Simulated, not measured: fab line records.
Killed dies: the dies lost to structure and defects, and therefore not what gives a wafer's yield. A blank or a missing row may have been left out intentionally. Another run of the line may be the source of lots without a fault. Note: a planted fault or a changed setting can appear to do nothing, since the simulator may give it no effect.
Which tool is to blame? | flow nand harc | 13 lots with 37 wafers sampled at 5 steps, on a route of 1302 steps

WHAT THE GAUGES SHOWED, per wafer
NHARC_THIN_TSV_CD_MEAS_12: target cd 1000 nm. Usual: cd nm reads 1000.9 nm (standard deviation 1.5).
lot  | measured     | on        | cd nm (nm)           | flag
L574 | day 23 12:36 | cd sem-03 | 1001.5 1001.5 1001.1 |
L576 | day 24 04:08 | cd sem-02 | 999.7 998.9 997.8    |
L580 | day 25 19:01 | cd sem-01 | 1000.0 1001.9 1001.8 |
L579 | day 25 20:12 | cd sem-01 | 999.9 1001.7 1001.1  |
L582 | day 27 10:45 | cd sem-01 | 1001.2 1001.4 1000.4 |
L583 | day 27 09:31 | cd sem-01 | 999.3 999.2 1001.9   |
L584 | day 27 11:48 | cd sem-03 | 1002.7 999.8 1000.3  |
L586 | day 27 23:37 | cd sem-02 | 1002.1 1003.1 1002.9 |
L589 | day 28 22:36 | cd sem-02 | 1001.3 1004.2 1000.8 |
L587 | day 29 07:30 | cd sem-03 | 1000.8 1002.7 1002.7 |
L588 | day 29 06:15 | cd sem-01 | 1001.9 1001.2 1001.2 |
L590 | day 31 00:02 | cd sem-03 | 1001.8 1001.2 1000.9 |
L594 | day 32 02:34 | cd sem-02 | 1000.5               |

NHARC_THIN_TSV_CD_MEAS_33: target cd 5000 nm. Usual: cd nm reads 5000.8 nm (standard deviation 1.4).
lot  | measured     | on        | cd nm (nm)           | flag
L574 | day 23 18:59 | cd sem-01 | 5000.1 5002.1 5000.0 |
L576 | day 24 10:02 | cd sem-03 | 5001.2 5001.7 5000.0 |
L580 | day 26 00:58 | cd sem-02 | 5001.5 5001.4 5000.7 |
L579 | day 26 02:14 | cd sem-01 | 4999.7 4999.2 4996.7 |
L582 | day 27 16:38 | cd sem-02 | 5002.0 5000.2 5001.6 |
L583 | day 27 15:25 | cd sem-03 | 4999.5 4999.1 4998.6 |
L584 | day 27 17:35 | cd sem-01 | 5000.1 5001.7 5000.9 |
L586 | day 28 05:41 | cd sem-01 | 5000.3 5000.4 5001.2 |
L589 | day 29 04:30 | cd sem-01 | 5002.0 5002.6 5001.6 |
L587 | day 29 13:17 | cd sem-03 | 5002.3 5001.9 5000.9 |
L588 | day 29 12:11 | cd sem-02 | 4998.9 4998.3 4997.5 |
L590 | day 31 05:56 | cd sem-03 | 5001.2 5002.9 5001.3 |
L594 | day 32 08:59 | cd sem-02 | 5002.4               |

NHARC_END_SORT_01. Usual: killed at array 60, standard deviation 21; killed at other 1.0, standard deviation 1.2; killed at periphery 4.2, standard deviation 2.8; killed dies 65, standard deviation 20; killed open 3.1, standard deviation 1.8; killed short 2.6, standard deviation 1.6.
lot  | measured     | on        | killed at array | killed at other | killed at periphery | killed dies | killed open | killed short | flag
L582 | day 28 08:25 | prober-01 | 69 85 83        | 6 0 1           | 2 1 2               | 77 86 86    | 6 5 3       | 2 1 3        |
L583 | day 28 00:35 | prober-01 | 51 56 48        | 0 2 0           | 3 4 4               | 54 62 52    | 0 4 2       | 3 3 4        |
L586 | day 28 18:31 | prober-01 | 58 55           | 0 0             | 0 0                 | 58 55       | 1 1         | 2 2          |
L587 | day 29 22:07 | prober-01 | 55 36 39        | 0 0 0           | 2 7 7               | 57 43 46    | 4 2 1       | 2 5 2        |
L590 | day 31 15:32 | prober-02 | 80 80 91        | 0 0 0           | 8 4 6               | 88 84 97    | 4 2 3       | 2 4 4        |
L594 | day 32 21:38 | prober-01 | 133             | 0               | 4                   | 137         | 3           | 2            | OFF

TOOL THAT RAN EACH LOT (tool first, then ch and the chambers of the sampled wafers, then the start)
lot  | NHARC_A_CONTACT_ETCH_133             | NHARC_THIN_TSV_DEGAS_53
L574 | har cap etch-02 ch 0,1, day 21 16:08 | pvd sputter-03, day 23 17:50
L576 | har cap etch-01 ch 0,1, day 22 14:47 | pvd sputter-03, day 24 08:54
L580 | har cap etch-01 ch 0,1, day 23 20:55 | pvd sputter-03, day 25 23:49
L579 | har cap etch-02 ch 0,1, day 24 02:25 | pvd sputter-02, day 26 01:05
L582 | har cap etch-01 ch 0,1, day 25 13:39 | pvd sputter-01, day 27 15:38
L583 | har cap etch-03 ch 0,1, day 25 16:55 | pvd sputter-01, day 27 14:16
L584 | har cap etch-02 ch 0,1, day 25 19:43 | pvd sputter-03, day 27 16:34
L586 | har cap etch-02 ch 0,1, day 26 08:33 | pvd sputter-03, day 28 04:24
L589 | har cap etch-01 ch 0,1, day 27 06:43 | pvd sputter-01, day 29 03:23
L587 | har cap etch-03 ch 0,1, day 27 13:10 | pvd sputter-01, day 29 12:16
L588 | har cap etch-02 ch 0,1, day 27 14:11 | pvd sputter-02, day 29 11:02
L590 | har cap etch-03 ch 0,1, day 29 05:53 | pvd sputter-01, day 31 04:47
L594 | har cap etch-03 ch 1, day 30 00:16   | pvd sputter-03, day 32 07:50
- NHARC_A_CONTACT_ETCH_133: etches the open film in C4F8/O2/Ar, time 374 s, target depth 1610 nm.
- NHARC_THIN_TSV_DEGAS_53: time 60 s.

WHAT THE TOOLS THEMSELVES READ (means of the sampled wafers that have a number; where no wafer has one, the mark that the record gives instead)
NHARC_THIN_TSV_DEGAS_53. Usual: heater power w reads 479 W (standard deviation 60).
lot  | tool           | heater power w (W) | flag
L574 | pvd sputter-03 | 473                |
L576 | pvd sputter-03 | 485                |
L580 | pvd sputter-03 | 497                |
L579 | pvd sputter-02 | 414                |
L582 | pvd sputter-01 | 445                |
L583 | pvd sputter-01 | 504                |
L584 | pvd sputter-03 | 491                |
L586 | pvd sputter-03 | 499                |
L589 | pvd sputter-01 | 538                |
L587 | pvd sputter-01 | 554                |
L588 | pvd sputter-02 | 412                |
L590 | pvd sputter-01 | 508                |
L594 | pvd sputter-03 | 472                |

THE ANSWER, worked out from the rows above alone
Rule: a lot counts as off when the mean over its wafers that have a number is more than 3 standard deviations away from the usual mean. A lot without any number at a reading at which 4 lots or more have one is off too. The other lots that the step has rows for count as sound. First the gauges in route order, then the tools' own readings, where a lot's mean is used as printed above. The first step at which some lot is off is used, and at that step the reading that is off furthest; a lot without a number counts as furthest.
Off at NHARC_END_SORT_01 (killed dies): L594. Neither off nor sound, because the step has no rows for them: L574, L576, L580, L579, L584, L589, L588.
A tool fits if, at a process step before that reading, it ran every lot that is off, and no sound lot after the first of them. Those tools and the gauges at NHARC_END_SORT_01 are tried in the same way. Can't be told from this: 3 tools fit, har cap etch-03 at NHARC_A_CONTACT_ETCH_133, pvd sputter-03 at NHARC_THIN_TSV_DEGAS_53, prober-01 at NHARC_END_SORT_01.

WHAT THE SIMULATOR HAD INSERTED
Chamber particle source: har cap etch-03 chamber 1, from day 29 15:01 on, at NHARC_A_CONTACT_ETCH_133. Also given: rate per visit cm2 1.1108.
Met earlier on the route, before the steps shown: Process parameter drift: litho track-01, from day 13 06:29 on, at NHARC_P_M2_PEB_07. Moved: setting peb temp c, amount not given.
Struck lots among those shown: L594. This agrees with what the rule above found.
